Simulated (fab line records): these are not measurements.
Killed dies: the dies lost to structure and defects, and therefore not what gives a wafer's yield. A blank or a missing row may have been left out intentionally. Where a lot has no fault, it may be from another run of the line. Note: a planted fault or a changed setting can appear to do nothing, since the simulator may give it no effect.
fab line records | flow n5Finfet | part 2 of 2: steps 20 to 29 of 29
[record] lots = 5 | wafers = 15 | lastDay = 18
route steps=1938 shown BEOL_M6@1232
lots that met no fault: from a run of the same line without faults
startH: start of the lot's first displayed wafer, in hours after the record's first day | waitH: hours since the lot's step before | " the same as in the row above | L1.1+2: a row that stands for several wafers | - no value, or no start given | * or withheld: withheld | < > ~ a bound
route shown NAME@n: a module of which the file shows steps, and the number in the route of the first | usual: mean/standard deviation of fault-free wafers | same: alike in all rows | chamber/n: place in a boat | sites: readings site by site | _std_site: standard deviation of those values | _edge_site: mean of outer sites minus mean of inner sites | radiusMm: how far each site lies from the wafer's centre | mask NAME#n: copy n | behind: the most recent tool/chamber to have shaped the wafer | hold: why the lot was held/for how many hours/how that ended | device: names the non-switching transistor (n, p or np) | end of line: tests of these same wafers at the route's end | for a step that has no rows: nothing shown but its recipe | killed: the dies lost at the first sort to structure and to defects; this is not the yield of the wafer | map: the dies of a wafer, with x for killed, . for not killed, _ for no die there
set.NAME: the setting the step ran with; set.NAME@STEP: the setting that earlier step ran with | model.NAME: the simulator's own value behind a step, which no gauge read
lots at some steps of the route; a table a step, a row a wafer
services: when a tool's chamber went out of use (startH, in hours from the record's first day, below 0 if earlier), for how many hours, and the reason
[[steps]]
[step N5_BEOL_M6_ALD_77]
[recipe] material = TaN | targetThkA = 20 | tempC = 275 | aldPrecursorFamily = PDMAT | aldCoReactant = NH3 | pressureTorr = 3 | carrierFlowSccm = 1500 | pulseTimeS = 2 | purgeTimeS = 3 | coReactantPurgeTimeS = 2 | coReactantPulseTimeS = 3 | aldCycles = 40 | precursorVesselTempC = 75 | precursorVesselPressureTorr = 26.25 | precursorVesselCarrierSccm = 1000
[usual] heaterPowerW = 433/31
[same] aldCycles = 40 | pulseTimeS = 2
lot.wafer | tool        | chamber | startH | waitH | heaterPowerW
L075.3    | aldMetal-03 | 3       | 213.05 | 0.1   | 449
L075.4    | "           | 1       | "      | "     | 415
L075.5    | "           | 0       | "      | "     | 450
L077.4    | aldMetal-01 | 2       | 223.69 | 0.0   | 402
L077.5    | "           | 2       | "      | "     | 400
L077.6    | "           | 3       | "      | "     | 414
L083.1    | aldMetal-01 | 3       | 276.18 | 0.3   | 420
L083.3    | "           | 2       | "      | "     | 395
L083.4    | "           | 1       | "      | "     | 486
L085.1    | aldMetal-01 | 1       | 292.62 | 0.0   | 492
L085.3    | "           | 3       | "      | "     | 420
L085.6    | "           | 2       | "      | "     | 412
L092.2    | aldMetal-03 | 0       | 330.16 | 0.0   | 451
L092.4    | "           | 3       | "      | "     | 455
L092.5    | "           | 3       | "      | "     | 457
[step N5_BEOL_M6_SURFACE_TREAT_79]
[recipe] gas = Ar | timeS = * | ionEnergyEv = * | ionCurrentMaCm2 = 0.5 | pressureMtorr = * | arFlowSccm = 30
[usual] throttleValvePct = *
lot.wafer | tool          | chamber | startH | waitH | throttleValvePct
L075.3    | pvdSputter-01 | -       | 213.39 | 0.2   | *
L075.4    | "             | -       | "      | "     | *
L075.5    | "             | -       | "      | "     | *
L077.4    | pvdSputter-02 | -       | 223.99 | 0.2   | *
L077.5    | "             | -       | "      | "     | *
L077.6    | "             | -       | "      | "     | *
L083.1    | pvdSputter-01 | -       | 278.13 | 1.8   | *
L083.3    | "             | -       | "      | "     | *
L083.4    | "             | -       | "      | "     | *
L085.1    | pvdSputter-03 | -       | 292.91 | 0.2   | *
L085.3    | "             | -       | "      | "     | *
L085.6    | "             | -       | "      | "     | *
L092.2    | pvdSputter-02 | -       | 330.59 | 0.3   | *
L092.4    | "             | -       | "      | "     | *
L092.5    | "             | -       | "      | "     | *
[step N5_BEOL_M6_CVD_78]
[recipe] material = Co | targetThkA = 20 | tempC = withheld | precursor = CCTBA/H2 | pressureTorr = 30 | timeS = 142.3
lot.wafer  | tool     | chamber | startH | waitH
L075.3+4+5 | cvdCo-02 | 0,0,1   | 213.45 | 0.0
L077.4+5+6 | cvdCo-02 | 1,2,0   | 224.13 | 0.1
L083.1+3+4 | cvdCo-01 | 0,2,0   | 278.19 | 0.0
L085.1+3+6 | cvdCo-02 | 2,0,0   | 292.97 | 0.0
L092.2+4+5 | cvdCo-02 | 0,0,1   | 330.68 | 0.1
[step N5_BEOL_M6_SPUTTER_48]
[recipe] material = Cu | targetThkA = 100 | tempC = -20 | biasV = 60 | powerW = 26000 | chamberPressurePa = 0.13 | timeS = 1.667
[usual] cathodeDcPowerW = 26000/4.8 | substrateTempC = -19.99/0.1 | throttleValvePct = 30.0/0.67
lot.wafer | tool          | chamber | startH | waitH | cathodeDcPowerW | substrateTempC | throttleValvePct
L075.3    | pvdSputter-01 | -       | 213.59 | 0.1   | 26007           | -20.08         | 30.6
L075.4    | "             | -       | "      | "     | 25994           | -19.95         | 29.9
L075.5    | "             | -       | "      | "     | 25997           | -19.98         | 30.5
L077.4    | pvdSputter-02 | -       | 224.21 | 0.0   | 26001           | -19.85         | 30.7
L077.5    | "             | -       | "      | "     | 25997           | -20.06         | 29.4
L077.6    | "             | -       | "      | "     | 26000           | -19.82         | 30.3
L083.1    | pvdSputter-01 | -       | 278.37 | 0.1   | 26003           | -19.94         | 30.5
L083.3    | "             | -       | "      | "     | 26008           | -19.96         | 30.4
L083.4    | "             | -       | "      | "     | 26005           | -20.09         | 29.7
L085.1    | pvdSputter-03 | -       | 293.11 | 0.1   | 26005           | -20.28         | 28.7
L085.3    | "             | -       | "      | "     | 25998           | -19.86         | 28.8
L085.6    | "             | -       | "      | "     | 26001           | -20.11         | 30.3
L092.2    | pvdSputter-02 | -       | 330.81 | 0.1   | 25996           | -19.98         | 30.9
L092.4    | "             | -       | "      | "     | 25994           | -20.08         | 30.2
L092.5    | "             | -       | "      | "     | 25996           | -20.02         | 30.4
[step N5_BEOL_M6_ECD_50]
[recipe] material = Cu | targetThkA = 3000
lot.wafer  | tool     | chamber | startH | waitH
L075.3+4+5 | ecdCu-02 | 0,1,1   | 213.73 | 0.1
L077.4+5+6 | ecdCu-01 | 0,0,1   | 224.35 | 0.1
L083.1+3+4 | ecdCu-02 | 1,0,1   | 278.49 | 0.1
L085.1+3+6 | ecdCu-02 | 0,1,1   | 293.23 | 0.1
L092.2+4+5 | ecdCu-01 | 0,0,1   | 330.93 | 0.1
[step N5_BEOL_M6_ANNEAL_51]
[recipe] tempC = 225 | timeS = 90 | ambient = N2
[usual] wafer_temp_C_max = 226.13/0.29
lot.wafer | tool         | chamber | startH | waitH | wafer_temp_C_max
L075.3    | rtpAnneal-02 | 0       | 214.72 | 1.0   | 226.34
L075.4    | "            | 0       | "      | "     | 226.07
L075.5    | "            | 0       | "      | "     | 226.21
L077.4    | rtpAnneal-02 | 0       | 224.91 | 0.5   | 225.90
L077.5    | "            | 0       | "      | "     | 225.92
L077.6    | "            | 0       | "      | "     | 225.73
L083.1    | rtpAnneal-02 | 0       | 278.80 | 0.3   | 226.54
L083.3    | "            | 0       | "      | "     | 225.80
L083.4    | "            | 0       | "      | "     | 225.84
L085.1    | rtpAnneal-01 | 0       | 293.32 | 0.1   | 226.02
L085.3    | "            | 0       | "      | "     | 226.22
L085.6    | "            | 0       | "      | "     | 225.40
L092.2    | rtpAnneal-02 | 0       | 331.15 | 0.2   | 226.42
L092.4    | "            | 0       | "      | "     | 226.23
L092.5    | "            | 0       | "      | "     | 226.41
[step N5_BEOL_M6_CMP_52]
[recipe] stopOn = SiCOH_lowk | tOverpolishS = 6.9 | downForcePsi = 1 | platenRpm = 50 | clearingPlatenDownForcePsi = 1.5 | clearingPlatenRpm = 50 | postCmpClean = cuAlkaline | targetThkNm = 80 | clearingPlatenPadVelocityMS = 0.99484 | padVelocityMS = 0.99484
[usual] barrierFieldEndpointS = 29.1/0.85 | motorCurrentA = 6.1/0.71 | overpolishRunS = 6.900/0.0093 | timeToEndpointS = 62/4
lot.wafer | tool   | chamber | startH | waitH | barrierFieldEndpointS | motorCurrentA | overpolishRunS | timeToEndpointS
L075.4    | cmp-02 | 1       | 214.98 | 0.2   | 30.5                  | 5.5           | 6.900          | 66
L075.3    | "      | 3       | "      | "     | 28.0                  | 5.9           | 6.906          | 53
L075.5    | "      | 1       | "      | "     | 30.0                  | 5.4           | 6.909          | 67
L077.4    | cmp-03 | 0       | 225.11 | 0.2   | 29.8                  | 4.8           | 6.917          | 65
L077.5    | "      | 3       | "      | "     | 29.3                  | 5.9           | 6.911          | 59
L077.6    | "      | 0       | "      | "     | 29.7                  | 4.5           | 6.898          | 65
L083.4    | cmp-04 | 3       | 279.14 | 0.2   | 28.7                  | 7.0           | 6.897          | 63
L083.1    | "      | 0       | "      | "     | 28.4                  | 5.4           | 6.893          | 59
L083.3    | "      | 1       | "      | "     | 28.6                  | 6.5           | 6.893          | 66
L085.1    | cmp-04 | 0       | 293.66 | 0.3   | 27.9                  | 5.4           | 6.899          | 58
L085.3    | "      | 1       | "      | "     | 29.0                  | 6.2           | 6.895          | 63
L085.6    | "      | 0       | "      | "     | 27.9                  | 5.1           | 6.899          | 61
L092.2    | cmp-03 | 1       | 331.40 | 0.2   | 28.9                  | 6.6           | 6.910          | 62
L092.4    | "      | 3       | "      | "     | 28.2                  | 5.9           | 6.898          | 56
L092.5    | "      | 2       | "      | "     | 29.4                  | 5.7           | 6.902          | 65
[step N5_BEOL_M6_THK_MEAS_53]
[recipe] thkMeasGauge = xrf | reads = Cu_of_BEOL_M6_ECD_50
[usual] M6_THK = 78.6/2.6
lot.wafer | tool         | chamber | startH | waitH | M6_THK[nm]
L075.3    | filmMetro-02 | -       | 215.24 | -     | 80.9
L075.4    | "            | -       | "      | "     | 85.0
L075.5    | "            | -       | "      | "     | 83.8
L077.4    | filmMetro-01 | -       | 225.37 | -     | 76.8
L077.5    | "            | -       | "      | "     | 79.0
L077.6    | "            | -       | "      | "     | 78.1
L083.1    | filmMetro-01 | -       | 279.39 | -     | 79.5
L083.3    | "            | -       | "      | "     | 78.0
L083.4    | "            | -       | "      | "     | 75.3
L085.1    | filmMetro-02 | -       | 293.91 | -     | 76.8
L085.3    | "            | -       | "      | "     | 77.8
L085.6    | "            | -       | "      | "     | 78.0
L092.2    | filmMetro-01 | -       | 331.70 | -     | 77.2
L092.4    | "            | -       | "      | "     | 78.5
L092.5    | "            | -       | "      | "     | 77.4
[step N5_BEOL_M6_PRE_CLEAN_55]
[recipe] gas = NH3 | timeS = 15 | tempC = withheld | rfPowerW = 300
lot.wafer  | tool     | chamber | startH | waitH
L075.3+4+5 | pecvd-01 | 0,2,1   | 215.28 | 0.0
L077.4+5+6 | pecvd-01 | 1,2,0   | 225.43 | 0.1
L083.1+3+4 | pecvd-01 | 2,1,0   | 279.43 | 0.0
L085.1+3+6 | pecvd-01 | 2,1,1   | 293.95 | 0.0
L092.2+4+5 | pecvd-01 | 0,0,2   | 331.73 | 0.0
[step N5_BEOL_M6_DEP_56]
[recipe] material = SiCN | targetThkA = 100 | tempC = withheld | precursor = 3MS/NH3 | pressureTorr = 3 | rfW = 202 | timeS = 17.5
[usual] showerheadPlenumPTorr = 3.661/0.012 | throttleValvePct = 9.1/0.41
lot.wafer | tool     | chamber | startH | waitH | showerheadPlenumPTorr | throttleValvePct
L075.3    | pecvd-01 | 0       | 215.30 | 0.0   | 3.648                 | 9.1
L075.4    | "        | 2       | "      | "     | 3.659                 | 9.2
L075.5    | "        | 1       | "      | "     | 3.676                 | 8.4
L077.4    | pecvd-01 | 1       | 225.46 | 0.0   | 3.688                 | 8.7
L077.5    | "        | 2       | "      | "     | 3.660                 | 8.9
L077.6    | "        | 0       | "      | "     | 3.651                 | 9.2
L083.1    | pecvd-01 | 2       | 279.46 | 0.0   | 3.672                 | 9.0
L083.3    | "        | 1       | "      | "     | 3.676                 | 8.6
L083.4    | "        | 0       | "      | "     | 3.658                 | 9.3
L085.1    | pecvd-01 | 2       | 293.98 | 0.0   | 3.658                 | 9.3
L085.3    | "        | 1       | "      | "     | 3.673                 | 8.7
L085.6    | "        | 1       | "      | "     | 3.681                 | 8.4
L092.2    | pecvd-01 | 0       | 331.76 | 0.0   | 3.660                 | 9.1
L092.4    | "        | 0       | "      | "     | 3.664                 | 9.2
L092.5    | "        | 2       | "      | "     | 3.661                 | 9.5
[[services]]
tool        | chamber | startH | hours | kind
cmp-04      | -       | 196.59 | 4.0   | pm
aldMetal-03 | -       | 200.77 | 1.0   | repair
pecvd-01    | -       | 208.46 | 3.3   | repair
rieDiel-03  | 1       | 217.54 | 1.5   | repair
ecdCu-01    | -       | 227.44 | 0.9   | repair
cvdCo-02    | 1       | 228.63 | 1.9   | repair
rieDiel-03  | -       | 232.52 | 14.6  | pm
wetBench-06 | -       | 238.79 | 2.0   | repair
rieDiel-02  | 1       | 243.33 | 2.4   | repair
rieDiel-03  | -       | 251.20 | 0.3   | repair
ecdCu-01    | -       | 251.89 | 0.7   | repair
ecdCu-01    | -       | 263.65 | 0.9   | repair
uvCure-03   | -       | 266.87 | 3.1   | repair
aldMetal-03 | 2       | 268.15 | 3.0   | repair
cmp-04      | -       | 268.76 | 6.2   | pm
aldMetal-01 | -       | 278.54 | 1.0   | repair
cmp-04      | -       | 288.09 | 0.2   | repair
rieDiel-05  | 3       | 293.58 | 5.8   | repair
pecvd-01    | 1       | 296.34 | 4.4   | repair
rieDiel-03  | -       | 299.69 | 0.3   | repair
uvCure-03   | -       | 304.21 | 7.5   | pm
aldMetal-01 | -       | 304.38 | 0.8   | repair
pecvd-01    | -       | 326.67 | 1.6   | repair
ecdCu-02    | -       | 329.12 | 2.3   | repair
